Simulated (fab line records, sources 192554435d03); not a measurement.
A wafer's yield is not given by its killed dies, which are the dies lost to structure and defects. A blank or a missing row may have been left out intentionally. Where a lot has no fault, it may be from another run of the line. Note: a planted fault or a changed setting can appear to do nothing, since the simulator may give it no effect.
Chamber matching ; flow n5_finfet ; 4 sister chambers for N5_BEOL_M0_SAQP_ETCH_83 on rie_diel-03
The step etches SiARC in CF4, target depth 39 nm, time 65 s. 18 wafers are shown with their chamber, then 9 later ones without.

WAFERS PAIRED WITH THEIR CHAMBERS
wafer;chamber;drypump_motor_current_A (A);oes_product_au (a.u.);throttle_valve_pct (%)
L075.1;2;5.73;0.66;15.67
L075.2;0;6.30;0.64;15.81
L075.4;1;5.58;0.65;15.76
L076.1;0;6.31;0.63;15.81
L076.3;1;5.56;0.65;15.76
L076.5;2;5.68;0.66;15.68
L079.1;1;5.55;0.65;15.76
L079.2;2;5.71;0.66;15.67
L079.4;0;6.26;0.64;15.83
L080.2;3;5.78;0.59;15.73
L080.4;0;6.26;0.63;15.82
L080.5;3;5.82;0.59;15.75
L081.1;3;5.78;0.59;15.73
L081.5;3;5.77;0.59;15.74
L081.6;2;5.73;0.65;15.68
L082.1;0;6.25;0.63;15.84
L082.4;2;5.70;0.65;15.70
L082.6;1;5.56;0.65;15.78

SIGNATURES (averages over the wafers above)
reading;chamber 0;chamber 1;chamber 2;chamber 3;scatter within a chamber
drypump_motor_current_A;6.2760;5.5625;5.7100;5.7875;0.0218
oes_product_au;0.6340;0.6500;0.6560;0.5900;0.00414
throttle_valve_pct;15.8220;15.7650;15.6800;15.7375;0.0115
Rule: distance of a wafer from a chamber = root of the sum over the readings of ((wafer's reading minus chamber's mean) / reading's scatter) squared. If the next closest chamber is less than 2 further off than the closest, the wafer can't be placed; otherwise it belongs to the closest. The scatter: take each reading less its chamber's mean, square it, sum over the shown wafers, divide by the number of wafers less the number of chambers, and take the root.

WAFERS WITH NO CHAMBER GIVEN
wafer;drypump_motor_current_A (A);oes_product_au (a.u.);throttle_valve_pct (%)
L083.2;5.58;0.66;15.77
L083.4;5.80;0.59;15.73
L083.6;5.80;0.59;15.73
L092.1;5.79;0.82;15.25
L092.2;5.58;0.63;15.81
L092.5;5.59;0.63;15.81
L094.2;6.27;0.61;15.89
L094.3;5.79;0.81;15.25
L094.6;6.27;0.61;15.88

WHICH CHAMBER EACH WENT THROUGH
wafer;from the rows above;in truth
L083.2;1;1
L083.4;3;3
L083.6;3;3
L092.1;2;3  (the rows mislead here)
L092.2;1;1
L092.5;1;1
L094.2;0;0
L094.3;2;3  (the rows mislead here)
L094.6;0;0
Correct placement for 7 of the 9. Number that these rows cannot place: 0. Wrongly placed: 2.
